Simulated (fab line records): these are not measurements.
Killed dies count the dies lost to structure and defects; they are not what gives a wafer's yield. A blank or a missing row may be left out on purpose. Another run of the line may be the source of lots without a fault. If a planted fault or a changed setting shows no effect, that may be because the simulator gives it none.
A struck lot beside a sound one -- flow n5Finfet -- 37 out of 1938 route steps
Sound: the wafers L304.3, L304.4, L304.6. Struck: wafer L323.2. (L323.1 of the same lot was not struck and is left out.) The cause comes at the end.
For every step that has rows: the tool of each side, followed by ch and its chambers, followed by its first start. Under that, the readings that differ: sound wafers -- struck wafers -- difference of the means -- sigmas: that difference in standard deviations of wafers without a fault.
alike: words and numbers the same on both sides, and readings whose means are apart by under 2 such deviations; not compared: readings that were withheld, readings missing a value for some wafer, numbers with overlapping values and no deviation given by the record, and bounds like >300 which may hide the same value.
The two part at a step that has a row with sigmas, a row that says differs or no value, or rows on one side only. When numbers do not overlap yet have no deviation, they are printed without sigmas and do not part them. A reading that every wafer of one side lacks parts them only if that side has two wafers or more.

first, 9 steps without rows for these wafers: N5_BEOL_M3_ANNEAL_95 (time 240 s); N5_BEOL_M3_SPUTTER_96 (material Cu, target thk 4.5 nm, time 8.29 s); N5_BEOL_M3_ECD_50 (material Cu, target thk 300 nm); N5_BEOL_M3_ANNEAL_51 (time 90 s); N5_BEOL_M3_CMP_52 (polishes, stops on SiOC, t overpolish 6.8 s, target thk 40 nm); N5_BEOL_M3_PRE_CLEAN_60 (time 15 s); N5_BEOL_M3_CO_CAP_55 (material Co, precursor CCTBA/H2, target thk 2 nm, time 102.1 s); N5_BEOL_M3_PRE_CLEAN_56 (time 15 s); N5_BEOL_M3_DEP_57 (deposits SiCN from 3MS/NH3, target thk 8 nm, time 14 s).
N5_BEOL_M4_ILD_DEP_00: deposits SiOC from DEMS/O2, target thk 79 nm, time 15.3 s.
  sound on pecvd-03 ch 0,1, day 8 00:17; struck on pecvd-01 ch 0, day 13 10:23
reading,sound,struck,difference,sigmas
model.SiOC_of_BEOL_M4_ILD_DEP_00.thkNm (nm),78.6 79 79.6,92,+13,
  alike: heaterPowerW, showerheadPlenumPTorr, susceptorTempC, throttleValvePct
  not compared: sinceWetCleanH
N5_BEOL_M4_THK_MEAS_01:
  sound on filmMetro-01, day 8 00:21; struck on filmMetro-02, day 13 10:29
reading,sound,struck,difference,sigmas
M4_ILD_THK (nm),78.7 78.9 79.7,92.0,+12.9,+12
then, 24 steps without rows for these wafers: N5_BEOL_M4_PECVD_72 (deposits SiO2 from TEOS/O2, target thk 16 nm, time 18 s); N5_BEOL_M4_HM_DEP_02 (deposits TiN, target thk 20 nm); N5_BEOL_M4_COAT_61 (time 60 s, resist thk 60 nm); N5_BEOL_M4_COAT_62 (time 60 s, resist thk 12 nm); N5_BEOL_M4_COAT_73 (time 60 s, resist thk 5 nm); N5_BEOL_M4_COAT_05 (resist thk 30 nm); N5_BEOL_M4_EBR_07; N5_BEOL_M4_SOFTBAKE_06 (time 60 s); N5_BEOL_M4_EXPOSE_08 (exposes mask M4); N5_BEOL_M4_PEB_09 (peb time 60 s); N5_BEOL_M4_DEVELOP_10 (develop time 30 s); N5_BEOL_M4_DESCUM_16 (chemistry O2, time 7 s); N5_BEOL_M4_ETCH_74 (etches underlayer in N2/H2, target depth 6.5 nm, time 5.2 s); N5_BEOL_M4_ETCH_63 (etches SiARC in CF4, target depth 15.6 nm, time 26 s); N5_BEOL_M4_ETCH_64 (etches SOC in N2/H2, target depth 75 nm, overetch 22.5 nm, time 121.9 s); N5_BEOL_M4_STRIP_65 (strips in N2/H2); N5_BEOL_M4_STRIP_75 (strips in N2/H2); N5_BEOL_M4_STRIP_66 (strips in CF4); N5_BEOL_M4_HM_OPEN_17 (chemistry Cl2/BCl3, target TiN, target depth 20 nm, overetch 6 nm); N5_BEOL_M4_STRIP_19 (strips in O2); N5_BEOL_M4_COAT_67 (time 60 s, resist thk 60 nm); N5_BEOL_M4_COAT_68 (time 60 s, resist thk 12 nm); N5_BEOL_M4_COAT_76 (time 60 s, resist thk 5 nm); N5_BEOL_M4_COAT_22 (resist thk 30 nm).
N5_BEOL_M4_CMP_52: polishes, stops on SiOC, t overpolish 6.8 s, target thk 40 nm.
  sound on cmp-01 ch 0,1,3, day 8 09:51; struck on cmp-01 ch 0, day 14 01:34
reading,sound,struck,difference,sigmas
model.SiOC_of_BEOL_M4_ILD_DEP_00.thkNm (nm),75.6 76 76.6,89,+13,
  alike: motorCurrentA, retainingRingPressureFrac
N5_BEOL_M4_RC_MEAS_101:
  sound on prober-02 ch 0, day 8 10:46; struck on prober-01 ch 0, day 14 02:08
reading,sound,struck,difference,sigmas
VT_P (mV),-254.3 -252.9 -253.5,-248.3,+5.3,+2
  alike: DIBL_N, DIBL_P, IOFF_N, IOFF_P, ION_N, ION_P, SS_N, SS_P, VT_N

## WHERE THEY PART
First at N5_BEOL_M4_THK_MEAS_01; last, within this record, at N5_BEOL_M4_RC_MEAS_101.

WHY: what had been put in by the simulator
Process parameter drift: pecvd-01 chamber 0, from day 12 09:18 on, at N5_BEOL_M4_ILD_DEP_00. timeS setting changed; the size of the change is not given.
